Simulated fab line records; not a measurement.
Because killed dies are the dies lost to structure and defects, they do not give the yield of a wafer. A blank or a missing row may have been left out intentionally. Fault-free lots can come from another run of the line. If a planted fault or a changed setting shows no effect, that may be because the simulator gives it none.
Matching of chambers    flow n5-finfet    N5_BEOL_M15_DESCUM_15 on rie-diel-04: 4 sister chambers
The step chemistry O2, time 7.9 s. 18 wafers are shown with their chamber, then 9 later ones without.

== EACH WAFER AND ITS CHAMBER ==
wafer   chamber  drypump-motor-current-A (A)  showerhead-plenum-p-Torr (Torr)  throttle-valve-pct (%)
L075.3  3        5.4                          2.14                             20.38
L075.4  0        5.4                          2.02                             20.48
L075.6  3        5.4                          2.14                             20.40
L076.3  2        5.2                          2.13                             20.00
L076.4  0        5.4                          2.02                             20.48
L076.6  2        5.2                          2.13                             19.99
L078.1  2        5.3                          2.13                             19.98
L078.3  3        5.4                          2.14                             20.40
L078.5  2        5.3                          2.13                             20.01
L081.1  3        5.4                          2.14                             20.40
L081.2  0        5.4                          2.01                             20.50
L081.3  1        6.4                          2.11                             20.51
L079.1  3        5.4                          2.14                             20.39
L079.4  2        5.3                          2.12                             20.02
L079.6  3        5.4                          2.14                             20.41
L080.1  0        5.4                          2.01                             20.49
L080.2  3        5.4                          2.14                             20.40
L080.4  1        6.4                          2.11                             20.53

SIGNATURES (averages over the wafers above)
reading                   chamber 0  chamber 1  chamber 2  chamber 3  scatter within a chamber
drypump-motor-current-A   5.400      6.400      5.260      5.400      0.0293
showerhead-plenum-p-Torr  2.0150     2.1100     2.1280     2.1400     0.00359
throttle-valve-pct        20.4875    20.5200    20.0000    20.3971    0.012
Rule: for each reading, subtract the chamber's mean from the wafer's reading, divide by that reading's scatter and square the result; add these up over the readings and take the root, which gives the wafer's distance from the chamber. If the next closest chamber is less than 2 further off than the closest, the wafer can't be placed; otherwise it belongs to the closest. The scatter is the square root of a quotient: the sum, over the shown wafers, of each reading's squared deviation from its chamber's mean, divided by wafers minus chambers.

== WAFERS WHOSE CHAMBER IS MISSING ==
wafer   drypump-motor-current-A (A)  showerhead-plenum-p-Torr (Torr)  throttle-valve-pct (%)
L088.3  5.4                          2.01                             20.52
L088.4  5.4                          2.13                             20.42
L088.6  5.4                          2.01                             20.51
L092.1  5.4                          2.13                             20.44
L092.2  5.3                          2.11                             20.08
L092.3  5.4                          2.00                             20.53
L095.1  5.3                          2.11                             20.05
L095.2  5.4                          2.13                             20.44
L095.3  6.4                          2.10                             20.55

== WHICH CHAMBER EACH WENT THROUGH ==
wafer   from the rows above  in truth
L088.3  0                    0
L088.4  3                    3
L088.6  0                    0
L092.1  3                    3
L092.2  2                    2
L092.3  0                    0
L095.1  2                    2
L095.2  3                    3
L095.3  1                    1
Correctly placed: 9 of 9. Left unplaced by these rows: 0. 0 placed wrongly.
